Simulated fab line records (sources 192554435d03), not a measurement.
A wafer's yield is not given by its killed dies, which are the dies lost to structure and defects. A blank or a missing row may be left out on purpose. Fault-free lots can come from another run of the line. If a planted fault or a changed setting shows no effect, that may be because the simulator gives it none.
Chamber matching	flow n5_finfet	N5_BEOL_M9_ILD_DEP_00 on pecvd-03 has 3 sister chambers
The step deposits SiCOH lowk from DEMS/porogen, target thk 308.51 nm, time 58 s. 22 wafers are shown with their chamber, then 11 later ones without.

EACH WAFER AND ITS CHAMBER
wafer	chamber	showerhead_vpp_V (V)	throttle_valve_pct (%)	showerhead_plenum_p_Torr (Torr)
L074.1	1	1312	14.5	5.726
L074.4	0	1411	13.3	5.761
L074.6	1	1279	14.7	5.752
L075.3	0	1386	13.7	5.780
L075.4	0	1410	13.9	5.771
L075.5	2	1468	13.2	5.717
L076.3	2	1456	12.9	5.713
L076.4	0	1390	13.9	5.770
L076.6	2	1471	13.3	5.718
L077.3	2	1461	13.2	5.712
L077.4	1	1299	14.9	5.739
L077.6	2	1464	13.3	5.725
L078.2	2	1471	13.5	5.717
L078.4	0	1412	13.7	5.756
L078.6	2	1484	13.2	5.728
L079.1	2	1456	13.3	5.725
L079.2	0	1394	14.0	5.757
L079.4	2	1481	13.5	5.707
L080.1	1	1317	14.5	5.749
L080.3	2	1472	13.8	5.722
L080.6	2	1480	13.7	5.718
L087.3	2	1468	13.7	5.711

SIGNATURES, as means of the wafers listed above
reading	chamber 0	chamber 1	chamber 2	scatter within a chamber
showerhead_vpp_V	1400.50	1301.75	1469.33	11.5
throttle_valve_pct	13.750	14.650	13.383	0.249
showerhead_plenum_p_Torr	5.76583	5.74150	5.71775	0.00828
Rule: for a wafer and a chamber, the distance is found by dividing, reading by reading, the gap between the wafer's reading and the chamber's mean by the reading's scatter, squaring, summing and taking the root. If the next closest chamber is less than 2 further off than the closest, the wafer can't be placed; otherwise it belongs to the closest. The scatter is the square root of a quotient: the sum, over the shown wafers, of each reading's squared deviation from its chamber's mean, divided by wafers minus chambers.

WAFERS WITH NO CHAMBER GIVEN
wafer	showerhead_vpp_V (V)	throttle_valve_pct (%)	showerhead_plenum_p_Torr (Torr)
L087.4	1391	13.7	5.772
L087.6	1301	15.0	5.740
L089.4	1302	14.5	5.745
L089.5	1403	13.8	5.757
L089.6	1445	13.6	5.727
L090.1	1396	13.7	5.764
L090.3	1471	13.5	5.730
L090.5	1442	13.6	5.711
L097.1	1284	14.4	5.746
L097.5	1403	13.8	5.767
L097.6	1289	14.3	5.754

EACH ONE'S CHAMBER
wafer	from the rows above	in truth
L087.4	0	0
L087.6	1	1
L089.4	1	1
L089.5	0	0
L089.6	2	2
L090.1	0	0
L090.3	2	2
L090.5	2	2
L097.1	1	1
L097.5	0	0
L097.6	1	1
Correct placement for 11 of the 11. Left unplaced by these rows: 0. Placed wrongly: 0.
